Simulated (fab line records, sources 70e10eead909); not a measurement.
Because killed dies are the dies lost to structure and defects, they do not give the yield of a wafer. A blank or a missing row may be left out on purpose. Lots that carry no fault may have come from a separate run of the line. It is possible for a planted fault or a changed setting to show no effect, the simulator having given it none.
Which tool was responsible?    flow nand-harc    13 lots, 39 wafers sampled, at 3 steps of a route of 1159

WHAT EACH GAUGE READ, for each wafer
NHARC_A_CONTACT_INSPECT_23.
lot   measured      on                 raw-defect-count
L183  day 17 04:39  defect-inspect-02  716 660 577
L186  day 17 11:50  defect-inspect-02  381 260 384
L184  day 17 12:05  defect-inspect-01  440 350 512
L187  day 17 14:53  defect-inspect-01  380 306 477
L185  day 17 19:00  defect-inspect-02  554 521 642
L191  day 19 06:28  defect-inspect-02  820 796 690
L190  day 19 09:34  defect-inspect-01  573 478 737
L195  day 20 00:00  defect-inspect-01  354 268 218
L200  day 21 08:25  defect-inspect-01  462 504 478
L204  day 21 23:32  defect-inspect-01  307 377 423
L201  day 22 12:10  defect-inspect-01  283 378 285
L206  day 22 16:26  defect-inspect-02  425 280 290
L205  day 22 22:05  defect-inspect-01  435 431 420

WHICH TOOL RAN EACH LOT (tool, then ch and the chambers of the sampled wafers, then the start)
lot   NHARC_A_CONTACT_ETCH_31                        NHARC_A_CONTACT_ALD_18
L183  rie-diel-06 ch 2,3, day 16 20:40 or earlier    ald-metal-03 ch 0,3, day 16 20:40
L186  rie-diel-13 ch 1,2,3, day 17 10:20 or earlier  ald-metal-04 ch 0,3, day 17 10:20
L184  rie-diel-06 ch 1,2,3, day 17 10:36 or earlier  ald-metal-03 ch 1,2,3, day 17 10:36
L187  rie-diel-05 ch 0,2,3, day 17 13:24 or earlier  ald-metal-04 ch 0,2, day 17 13:24
L185  rie-diel-06 ch 2,3, day 17 15:17 or earlier    ald-metal-04 ch 0,3, day 17 15:17
L191  rie-diel-06 ch 1,2,3, day 19 04:53 or earlier  ald-metal-02 ch 0,3, day 19 04:53
L190  rie-diel-06 ch 0,1,2, day 19 08:07 or earlier  ald-metal-03 ch 1,2,3, day 19 08:07
L195  rie-diel-13 ch 0,3, day 19 18:34 or earlier    ald-metal-03 ch 0,3, day 19 18:34
L200  rie-diel-13 ch 0,1, day 21 05:52 or earlier    ald-metal-04 ch 0,2, day 21 05:52
L204  rie-diel-06 ch 2,3, day 21 17:40 or earlier    ald-metal-03 ch 0,1,2, day 21 17:40
L201  rie-diel-05 ch 2,3, day 22 10:37 or earlier    ald-metal-03 ch 2,3, day 22 10:37
L206  rie-diel-06 ch 0,1,2, day 22 14:59 or earlier  ald-metal-04 ch 1,2,3, day 22 14:59
L205  rie-diel-06 ch 1,2,3, day 22 19:16 or earlier  ald-metal-03 ch 1,2,3, day 22 19:16
- NHARC_A_CONTACT_ETCH_31: etches the open film in O2/COS, target depth 2000 nm, time 520 s.
- NHARC_A_CONTACT_ALD_18: deposits TiN, target thk 3 nm, pulse time 1 s, ald cycles 150.

WHAT THE TOOLS THEMSELVES READ (means of the sampled wafers that have a number; where no wafer has one, the mark that the record gives instead)
NHARC_A_CONTACT_ETCH_31.
lot   tool         chamber-pressure-mTorr (mTorr)  cos-flow-sccm (sccm)  drypump-motor-current-A (A)  oes-product-au (a.u.)  rf-vpp-V (V)  showerhead-plenum-p-Torr (Torr)  throttle-valve-pct (%)
L183  rie-diel-06  20.015                          20.05                 5.5                          0.999                  315.8         3.26                             28.332
L186  rie-diel-13  20.026                          20.05                 6.2                          0.995                  314.0         3.12                             28.330
L184  rie-diel-06  20.012                          20.00                 5.7                          0.996                  314.9         3.14                             28.326
L187  rie-diel-05  19.995                          19.98                 6.0                          1.003                  315.5         3.18                             28.334
L185  rie-diel-06  19.995                          19.98                 6.1                          0.993                  316.0         3.26                             28.326
L191  rie-diel-06  19.983                          20.02                 5.7                          0.994                  314.4         3.14                             28.335
L190  rie-diel-06  19.997                          19.99                 5.3                          1.001                  313.5         3.08                             28.327
L195  rie-diel-13  20.003                          19.97                 6.0                          0.998                  315.6         3.29                             28.327
L200  rie-diel-13  20.022                          20.01                 6.0                          0.983                  315.9         3.23                             28.335
L204  rie-diel-06  20.008                          19.99                 6.1                          1.005                  317.4         3.25                             28.324
L201  rie-diel-05  19.980                          20.04                 6.0                          0.991                  314.6         3.10                             28.325
L206  rie-diel-06  20.005                          19.99                 5.2                          1.003                  313.8         3.07                             28.328
L205  rie-diel-06  19.988                          20.00                 5.7                          0.995                  314.2         3.13                             28.328

NHARC_A_CONTACT_ALD_18.
lot   tool          heater-power-w (W)  precursor-pulse-height-rel
L183  ald-metal-03  1067                0.990
L186  ald-metal-04  1195                1.009
L184  ald-metal-03  993                 0.983
L187  ald-metal-04  1062                0.988
L185  ald-metal-04  1148                0.991
L191  ald-metal-02  1175                1.009
L190  ald-metal-03  990                 0.979
L195  ald-metal-03  1108                1.016
L200  ald-metal-04  990                 0.996
L204  ald-metal-03  977                 1.020
L201  ald-metal-03  1043                1.000
L206  ald-metal-04  1130                0.976
L205  ald-metal-03  1010                0.990

THE ANSWER, worked out from the rows above alone
Rule: usual is defined by the lots themselves. Put in order of their means at a reading, lots are off if they are a third of the lots or fewer, leave a main group of 4 or more, and stand apart from it by a gap of 3 or more times the standard deviation of the main group's means; of several such gaps the widest counts. The tables above print the reading to a certain number of digits; a main group whose means all agree to those digits is not used. Also off: a lot with no number at a reading for which 4 or more lots have one. The other lots that the step has rows for count as sound. First the gauges in route order, then the tools' own readings, where a lot's mean is used as printed above. The first step at which some lot is off is used, and at that step the reading that is off furthest; a lot without a number counts as furthest.
Across all readings shown, no lot is off: no conclusion can be drawn from this.

WHAT WAS PUT IN BY THE SIMULATOR
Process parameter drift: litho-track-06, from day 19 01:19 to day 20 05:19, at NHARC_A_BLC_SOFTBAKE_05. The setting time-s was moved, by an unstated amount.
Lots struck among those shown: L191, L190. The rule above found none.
